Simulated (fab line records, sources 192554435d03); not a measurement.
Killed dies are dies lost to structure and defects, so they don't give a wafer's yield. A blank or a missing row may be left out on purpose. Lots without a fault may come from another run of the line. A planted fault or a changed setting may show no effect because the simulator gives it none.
Split-lot experiment | flow n5_finfet | 7 lots, 39 wafers read, on a route of 1938 steps

THE SPLIT
At N5_HKMG_FIN_NWFM_ALD_20 (deposits TiAlC, target thk 2 nm, pulse time 3 s, purge time 2 s), the setting ald_cycles was moved away from the recipe's 7 on 12 of the 39 wafers read, by -42.9% to +57.1%. The other wafers ran this setting at the recipe's value.

The reading is taken at the split's own step.

THE READING
TiAlC_of_HKMG_FIN_NWFM_ALD_20.thk_nm (the simulator's own value, which no gauge read), in nm, at N5_HKMG_FIN_NWFM_ALD_20 (deposits TiAlC, target thk 2 nm, pulse time 3 s, purge time 2 s). The file gives no usual value for it.

wafer  | tool, chamber at the split | ald_cycles as run | against the recipe | TiAlC_of_HKMG_FIN_NWFM_ALD_20.thk_nm, nm | against lot-mates on the recipe
L074.1 | ald_metal-04, 2,3,0        | 10                | +42.9%             | 2.8                                      | +0.8
L074.3 | ald_metal-04, 2,3,0        | 10                | +42.9%             | 2.8                                      | +0.8
L074.6 | ald_metal-04, 2,3,0        | 10                | +42.9%             | 2.8                                      | +0.8
L074.2 | ald_metal-04, 1,0,3        | 7                 | recipe             | 2                                        | -
L074.4 | ald_metal-04, 1,0,3        | 7                 | recipe             | 2                                        | -
L074.5 | ald_metal-04, 1,0,3        | 7                 | recipe             | 2                                        | -
L075.2 | ald_metal-04, 3,2,1        | 7                 | recipe             | 2                                        | -
L075.3 | ald_metal-04, 3,2,1        | 7                 | recipe             | 2                                        | -
L075.6 | ald_metal-04, 3,2,1        | 7                 | recipe             | 2                                        | -
L077.1 | ald_metal-02, 1,3,2,0,0,3  | 7                 | recipe             | 2                                        | -
L077.2 | ald_metal-02, 1,3,2,0,0,3  | 7                 | recipe             | 2                                        | -
L077.3 | ald_metal-02, 1,3,2,0,0,3  | 7                 | recipe             | 2                                        | -
L077.4 | ald_metal-02, 1,3,2,0,0,3  | 7                 | recipe             | 2                                        | -
L077.5 | ald_metal-02, 1,3,2,0,0,3  | 7                 | recipe             | 2                                        | -
L077.6 | ald_metal-02, 1,3,2,0,0,3  | 7                 | recipe             | 2                                        | -
L080.1 | ald_metal-02, 0,1,3        | 11                | +57.1%             | 3.2                                      | +1.2
L080.2 | ald_metal-02, 0,1,3        | 11                | +57.1%             | 3.2                                      | +1.2
L080.5 | ald_metal-02, 0,1,3        | 11                | +57.1%             | 3.2                                      | +1.2
L080.3 | ald_metal-02, 2,3,0        | 7                 | recipe             | 2                                        | -
L080.4 | ald_metal-02, 2,3,0        | 7                 | recipe             | 2                                        | -
L080.6 | ald_metal-02, 2,3,0        | 7                 | recipe             | 2                                        | -
L089.1 | ald_metal-03, 1,0,2,3,3,0  | 7                 | recipe             | 2                                        | -
L089.2 | ald_metal-03, 1,0,2,3,3,0  | 7                 | recipe             | 2                                        | -
L089.3 | ald_metal-03, 1,0,2,3,3,0  | 7                 | recipe             | 2                                        | -
L089.4 | ald_metal-03, 1,0,2,3,3,0  | 7                 | recipe             | 2                                        | -
L089.5 | ald_metal-03, 1,0,2,3,3,0  | 7                 | recipe             | 2                                        | -
L089.6 | ald_metal-03, 1,0,2,3,3,0  | 7                 | recipe             | 2                                        | -
L092.1 | ald_metal-03, 3,2,0        | 5                 | -28.6%             | 1.4                                      | -0.6
L092.2 | ald_metal-03, 3,2,0        | 5                 | -28.6%             | 1.4                                      | -0.6
L092.4 | ald_metal-03, 3,2,0        | 5                 | -28.6%             | 1.4                                      | -0.6
L092.3 | ald_metal-03, 1,1,2        | 7                 | recipe             | 2                                        | -
L092.5 | ald_metal-03, 1,1,2        | 7                 | recipe             | 2                                        | -
L092.6 | ald_metal-03, 1,1,2        | 7                 | recipe             | 2                                        | -
L096.1 | ald_metal-04, 1,2,1        | 7                 | recipe             | 2                                        | -
L096.3 | ald_metal-04, 1,2,1        | 7                 | recipe             | 2                                        | -
L096.6 | ald_metal-04, 1,2,1        | 7                 | recipe             | 2                                        | -
L096.2 | ald_metal-04, 0,3,2        | 4                 | -42.9%             | 1.2                                      | -0.8
L096.4 | ald_metal-04, 0,3,2        | 4                 | -42.9%             | 1.2                                      | -0.8
L096.5 | ald_metal-04, 0,3,2        | 4                 | -42.9%             | 1.2                                      | -0.8
Where a row lists several chambers, the file gives one row for several wafers and doesn't say which wafer went through which chamber.

THE FIT
A straight line over all 39 wafers: TiAlC_of_HKMG_FIN_NWFM_ALD_20.thk_nm changes by +0.0199 nm for each +1% of ald_cycles; r = +1.00; the points scatter about the line by 0.029 nm.
The same after taking each lot's own level away (the mean of its wafers on the recipe; 39 wafers): +0.0199 nm for each +1%; r = +1.00; scatter 0.029 nm.
On that fit, the largest move of ald_cycles shifts the reading by 1.1 nm.
The lots' own levels span 2.00 to 2.00 nm.
So the lot-to-lot level changes the slope little: the two slopes agree.
Check: with one of the wafers moved furthest among these (+57.1%) left out of the fit, the line predicts +1.13 nm for it against its lot-mates. It came out at +1.2 nm against them.

OTHER SPLITS ON THESE WAFERS
These wafers also went through other splits before the reading. Each is held against what the fit with the lots' levels taken away leaves over:
other split on the same wafers          | wafers away from the commonest value | r with TiAlC_of_HKMG_FIN_NWFM_ALD_20.thk_nm (lot level and that fit taken away)
N5_ZERO_LAYER_DEVELOP_10 develop_time_s | 15                                   | -0.22

THE FILE'S OWN FIT
TiAlC_of_HKMG_FIN_NWFM_ALD_20.thk_nm changes by +0.0199 nm for each +1% of ald_cycles, r = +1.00.
